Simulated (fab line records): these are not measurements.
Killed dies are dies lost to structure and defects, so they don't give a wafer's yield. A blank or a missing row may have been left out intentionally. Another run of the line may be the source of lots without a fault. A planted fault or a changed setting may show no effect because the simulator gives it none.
Check for tools in common	flow n5 finfet	10 lots and 30 wafers in the sample

WHY THIS WAS OPENED
At N5_STI_FIN_REVEAL_INSPECT_13 the reading raw defect count is flagged on 2 of 10 lots. Wafers without a fault read 12, standard deviation 5.2.
Rule: a lot gets a flag if all its wafers with a number sit over 4 standard deviations from that mean, or if no wafer of it has a number. The rest of the lots are taken to be sound.

lot	measured	on	raw defect count, wafer by wafer	flag
L324	day 2 20:01	defect inspect-01	8 14 21	
L326	day 3 09:38	defect inspect-01	16 14 15	
L329	day 4 01:01	defect inspect-02	7 6 17	
L330	day 4 11:25	defect inspect-01	8 11 12	
L331	day 4 16:55	defect inspect-01	14 10 16	
L333	day 5 02:10	defect inspect-02	16 10 5	
L334	day 5 07:18	defect inspect-01	512 505 544	FLAGGED
L337	day 6 01:58	defect inspect-02	554 528 500	FLAGGED
L340	day 6 21:14	defect inspect-02	15 27 23	
L343	day 7 14:29	defect inspect-01	8 14 20	
Average over the flagged lots: 524; offset from the usual +512, equal to +98 standard deviations.

TOOL THAT RAN EACH LOT
Before the reading, the record contains 3 process steps out of a 1938-step route. In each cell: the tool, then ch and the chambers that the sampled wafers went through, then the start.
lot	flag	N5_STI_FIN_REVEAL_ALD_00	N5_STI_FIN_REVEAL_STRIP_24	N5_STI_FIN_REVEAL_CLEAN_19
L324		ald sin-02 ch 0,1,3, day 2 10:36	rie diel-03 ch 0,3, day 2 17:00	wet bench-02 ch 0,2,6, day 2 19:49
L326		ald sin-04 ch 0,1, day 3 00:51	rie diel-01 ch 0,3, day 3 06:32	wet bench-02 ch 1,2,7, day 3 09:26
L329		ald sin-04 ch 0,2,3, day 3 16:16	rie diel-06 ch 0,2, day 3 21:55	wet bench-02 ch 0,5,7, day 4 00:50
L330		ald sin-03 ch 1,2,3, day 4 02:13	rie diel-01 ch 0,1, day 4 07:52	wet bench-01 ch 3,4,5, day 4 11:13
L331		ald sin-03 ch 0,1,2, day 4 07:49	rie diel-01 ch 2,3, day 4 13:53	wet bench-03 ch 0,1,2, day 4 16:43
L333		ald sin-03 ch 0,3, day 4 17:27	rie diel-03 ch 0,3, day 4 23:10	wet bench-03 ch 2,5,7, day 5 01:59
L334	FLAGGED	ald sin-03 ch 0,2, day 4 22:37	rie diel-06 ch 0,1,3, day 5 04:18	wet bench-02 ch 0,6,7, day 5 07:07
L337	FLAGGED	ald sin-02 ch 0,1,3, day 5 17:01	rie diel-03 ch 0,3, day 5 22:58	wet bench-02 ch 0,6,7, day 6 01:47
L340		ald sin-03 ch 0,1,3, day 6 11:52	rie diel-06 ch 2,3, day 6 18:11	wet bench-01 ch 4,5,7, day 6 21:03
L343		ald sin-04 ch 0,3, day 7 05:18	rie diel-03 ch 0,1,2, day 7 11:13	wet bench-01 ch 3,5,6, day 7 14:16
What the steps here do:
- N5_STI_FIN_REVEAL_ALD_00: deposits SiO2, target thk 1 nm, pulse time 1 s.
- N5_STI_FIN_REVEAL_STRIP_24: strips in N2/H2, time 90 s.
- N5_STI_FIN_REVEAL_CLEAN_19: cleans in O3/DIW, time 120 s.
- N5_STI_FIN_REVEAL_INSPECT_13: inspects for defects (darkfield).

FLAGGED AGAINST TOTAL, ONE TOOL AT A TIME (gauges that did the reading follow at the end)
step	tool	lots run	flagged	share of the flagged lots	sound lots run after its first flagged lot
N5_STI_FIN_REVEAL_ALD_00	ald sin-02	2	1	some	0
N5_STI_FIN_REVEAL_ALD_00	ald sin-03	5	1	some	1 (L340)
N5_STI_FIN_REVEAL_ALD_00	ald sin-04	3	0	none	-
N5_STI_FIN_REVEAL_STRIP_24	rie diel-01	3	0	none	-
N5_STI_FIN_REVEAL_STRIP_24	rie diel-03	4	1	some	1 (L343)
N5_STI_FIN_REVEAL_STRIP_24	rie diel-06	3	1	some	1 (L340)
N5_STI_FIN_REVEAL_CLEAN_19	wet bench-01	3	0	none	-
N5_STI_FIN_REVEAL_CLEAN_19	wet bench-02	5	2	all	0
N5_STI_FIN_REVEAL_CLEAN_19	wet bench-03	2	0	none	-
N5_STI_FIN_REVEAL_INSPECT_13	defect inspect-01	6	1	some	1 (L343)
N5_STI_FIN_REVEAL_INSPECT_13	defect inspect-02	4	1	some	1 (L340)

THE TABLE: WHAT IT ALLOWS
In the table, 1 row covers all flagged lots: wet bench-02 at N5_STI_FIN_REVEAL_CLEAN_19.
- wet bench-02 at N5_STI_FIN_REVEAL_CLEAN_19 ran 5 lots, 2 of them flagged. A fault beginning between L329 (day 4 00:50), its last sound lot, and L334 (day 5 07:07), its first flagged one, fits the data.
wet bench-02 at N5_STI_FIN_REVEAL_CLEAN_19 is the single tool remaining.

WHAT HAD BEEN PUT IN BY THE SIMULATOR
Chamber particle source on wet bench-02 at N5_STI_FIN_REVEAL_CLEAN_19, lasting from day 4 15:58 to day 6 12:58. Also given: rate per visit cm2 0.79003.
Shown lots that were struck: L334, L337. The rule given above showed the same thing.
